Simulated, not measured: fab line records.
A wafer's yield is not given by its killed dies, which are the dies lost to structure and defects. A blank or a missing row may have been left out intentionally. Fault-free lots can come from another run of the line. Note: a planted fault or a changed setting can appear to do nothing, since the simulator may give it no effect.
Split-lot trial || flow n5 finfet || on a route of 1938 steps: 7 lots, 21 wafers read

THE SPLIT
At N5_SD_EPI_N_EPI_21 (deposits Si:P, time 690 s), the setting temp c was moved away from the recipe's 680 C on 6 of the 21 wafers read, by -0.7% to +0.7%. The other wafers ran this setting at the recipe's value.

FROM THE SPLIT TO THE READING: what the file shows between them, 5 steps
- N5_SD_EPI_N_PRECLEAN_24: cleans in O3/DIW, time 60 s
- N5_SD_EPI_N_SRD_25: time 30 s
- N5_SD_EPI_N_PRECLEAN_49: cleans in NF3:NH3, afs cycles 1, time 20 s, sublimation time 60 s
- N5_SD_ACTIVATION_RTA_00: time 0 s
- N5_SD_ACTIVATION_LSA_01: time 0.0008 s

THE READING
RS_SD_N in ohm/sq, measured at N5_SD_ACTIVATION_RS_MEAS_03 by four-point-probe. A value of 21.95 ohm/sq with a standard deviation of 0.28 ohm/sq is what fault-free wafers of this fab line usually give.

{"wafer": "L074.1", "tool, chamber at the split": "epi rpcvd-01, 0", "temp c as run, C": 680, "against the recipe": "recipe", "RS_SD_N, ohm/sq": 22.41, "against lot-mates on the recipe": "-"}
{"wafer": "L074.5", "tool, chamber at the split": "epi rpcvd-01, 0", "temp c as run, C": 680, "against the recipe": "recipe", "RS_SD_N, ohm/sq": 21.94, "against lot-mates on the recipe": "-"}
{"wafer": "L074.6", "tool, chamber at the split": "epi rpcvd-01, 0", "temp c as run, C": 680, "against the recipe": "recipe", "RS_SD_N, ohm/sq": 22.00, "against lot-mates on the recipe": "-"}
{"wafer": "L083.3", "tool, chamber at the split": "epi rpcvd-01, 0", "temp c as run, C": 680, "against the recipe": "recipe", "RS_SD_N, ohm/sq": 22.09, "against lot-mates on the recipe": "-"}
{"wafer": "L083.4", "tool, chamber at the split": "epi rpcvd-01, 0", "temp c as run, C": 680, "against the recipe": "recipe", "RS_SD_N, ohm/sq": 21.98, "against lot-mates on the recipe": "-"}
{"wafer": "L083.5", "tool, chamber at the split": "epi rpcvd-01, 0", "temp c as run, C": 680, "against the recipe": "recipe", "RS_SD_N, ohm/sq": 21.97, "against lot-mates on the recipe": "-"}
{"wafer": "L090.2", "tool, chamber at the split": "epi rpcvd-01, 0", "temp c as run, C": 675.3, "against the recipe": "-0.7%", "RS_SD_N, ohm/sq": 23.76, "against lot-mates on the recipe": "+1.87"}
{"wafer": "L090.3", "tool, chamber at the split": "epi rpcvd-01, 0", "temp c as run, C": 680, "against the recipe": "recipe", "RS_SD_N, ohm/sq": 21.81, "against lot-mates on the recipe": "-"}
{"wafer": "L090.6", "tool, chamber at the split": "epi rpcvd-01, 0", "temp c as run, C": 680, "against the recipe": "recipe", "RS_SD_N, ohm/sq": 21.97, "against lot-mates on the recipe": "-"}
{"wafer": "L094.1", "tool, chamber at the split": "epi rpcvd-03, 0", "temp c as run, C": 680, "against the recipe": "recipe", "RS_SD_N, ohm/sq": 22.25, "against lot-mates on the recipe": "-"}
{"wafer": "L094.3", "tool, chamber at the split": "epi rpcvd-03, 0", "temp c as run, C": 684.5, "against the recipe": "+0.7%", "RS_SD_N, ohm/sq": 20.81, "against lot-mates on the recipe": -1.44}
{"wafer": "L094.4", "tool, chamber at the split": "epi rpcvd-03, 0", "temp c as run, C": 684.5, "against the recipe": "+0.7%", "RS_SD_N, ohm/sq": 20.46, "against lot-mates on the recipe": -1.79}
{"wafer": "L095.1", "tool, chamber at the split": "epi rpcvd-02, 0", "temp c as run, C": 680, "against the recipe": "recipe", "RS_SD_N, ohm/sq": 22.19, "against lot-mates on the recipe": "-"}
{"wafer": "L095.3", "tool, chamber at the split": "epi rpcvd-02, 0", "temp c as run, C": 680, "against the recipe": "recipe", "RS_SD_N, ohm/sq": 22.08, "against lot-mates on the recipe": "-"}
{"wafer": "L095.5", "tool, chamber at the split": "epi rpcvd-02, 0", "temp c as run, C": 678.2, "against the recipe": "-0.3%", "RS_SD_N, ohm/sq": 22.69, "against lot-mates on the recipe": "+0.56"}
{"wafer": "L096.1", "tool, chamber at the split": "epi rpcvd-01, 0", "temp c as run, C": 680, "against the recipe": "recipe", "RS_SD_N, ohm/sq": 22.18, "against lot-mates on the recipe": "-"}
{"wafer": "L096.2", "tool, chamber at the split": "epi rpcvd-01, 0", "temp c as run, C": 680, "against the recipe": "recipe", "RS_SD_N, ohm/sq": 21.97, "against lot-mates on the recipe": "-"}
{"wafer": "L096.6", "tool, chamber at the split": "epi rpcvd-01, 0", "temp c as run, C": 675.6, "against the recipe": "-0.6%", "RS_SD_N, ohm/sq": 23.63, "against lot-mates on the recipe": "+1.55"}
{"wafer": "L097.1", "tool, chamber at the split": "epi rpcvd-03, 0", "temp c as run, C": 680, "against the recipe": "recipe", "RS_SD_N, ohm/sq": 21.91, "against lot-mates on the recipe": "-"}
{"wafer": "L097.3", "tool, chamber at the split": "epi rpcvd-03, 0", "temp c as run, C": 682.2, "against the recipe": "+0.3%", "RS_SD_N, ohm/sq": 20.89, "against lot-mates on the recipe": -0.84}
{"wafer": "L097.5", "tool, chamber at the split": "epi rpcvd-03, 0", "temp c as run, C": 680, "against the recipe": "recipe", "RS_SD_N, ohm/sq": 21.54, "against lot-mates on the recipe": "-"}

THE FIT
A straight line over all 21 wafers: RS_SD_N changes by -2.37 ohm/sq for each +1% of temp c; r = -0.96; the points scatter about the line by 0.21 ohm/sq.
The same after taking each lot's own level away (the mean of its wafers on the recipe; 21 wafers): -2.49 ohm/sq for each +1%; r = -0.99; scatter 0.14 ohm/sq.
The reading moves by 1.7 ohm/sq for the largest change in temp c, on that fit.
From 21.725 to 22.250 ohm/sq: that is the span of the lots' own levels, equal to 1.9 times the standard deviation above.
Hence the lot-to-lot level has little effect on the slope; both slopes agree.
Check: +1.66 ohm/sq against its lot-mates is what the line predicts for one of the wafers moved furthest among these (-0.7%) when that wafer is left out of the fit. Against them it came out at +1.87 ohm/sq.

THE OTHER SPLITS THESE WAFERS WENT THROUGH
Other splits were also applied to these wafers ahead of the reading. Each is held against what the fit with the lots' levels taken away leaves over:
{"other split on the same wafers": "N5_WELL_APT_PEB_06 peb time s", "wafers away from the commonest value": 9, "r with RS_SD_N (lot level and that fit taken away)": "+0.01"}
{"other split on the same wafers": "N5_WELL_APT_COAT_19 spin rpm", "wafers away from the commonest value": 10, "r with RS_SD_N (lot level and that fit taken away)": -0.20}
{"other split on the same wafers": "N5_PMOS_HMC_CHANNEL_EPI_PEB_07 peb temp c", "wafers away from the commonest value": 6, "r with RS_SD_N (lot level and that fit taken away)": "+0.48"}
{"other split on the same wafers": "N5_PMOS_HMC_CHANNEL_EPI_ETCH_32 bias w", "wafers away from the commonest value": 5, "r with RS_SD_N (lot level and that fit taken away)": "+0.18"}
{"other split on the same wafers": "N5_FIN_CUT_CUT_ETCH_26 time s", "wafers away from the commonest value": 12, "r with RS_SD_N (lot level and that fit taken away)": -0.13}
{"other split on the same wafers": "N5_DUMMY_GATE_COAT_28 spin rpm", "wafers away from the commonest value": 7, "r with RS_SD_N (lot level and that fit taken away)": -0.03}
{"other split on the same wafers": "N5_SD_EPI_N_ETCH_16 target depth a", "wafers away from the commonest value": 6, "r with RS_SD_N (lot level and that fit taken away)": -0.01}

THE WHOLE CHAIN: every reading that the file lists as answering this split, in the file's order
{"step": "N5_SD_EPI_N_EPI_21", "what it does": "deposits Si:P, time 690 s", "reading": "Si-P_of_SD_EPI_N_EPI_21.thk nm (the simulator's own value, which no gauge read)", "change (the file's fit)": "+6.61 nm for each +1% of the setting", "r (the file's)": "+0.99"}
{"step": "N5_SD_EPI_N_PRECLEAN_24", "what it does": "cleans in O3/DIW, time 60 s", "reading": "Si-P_of_SD_EPI_N_EPI_21.thk nm (the simulator's own value, which no gauge read)", "change (the file's fit)": "+6.52 nm for each +1% of the setting", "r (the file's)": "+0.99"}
{"step": "N5_SD_ACTIVATION_RS_MEAS_03", "what it does": "measures by four-point-probe", "reading": "RS_SD_N", "change (the file's fit)": "-2.51 for each +1% of the setting", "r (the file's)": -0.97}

FILE'S OWN FIT
RS_SD_N changes by -2.51 ohm/sq for each +1% of temp c, r = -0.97.
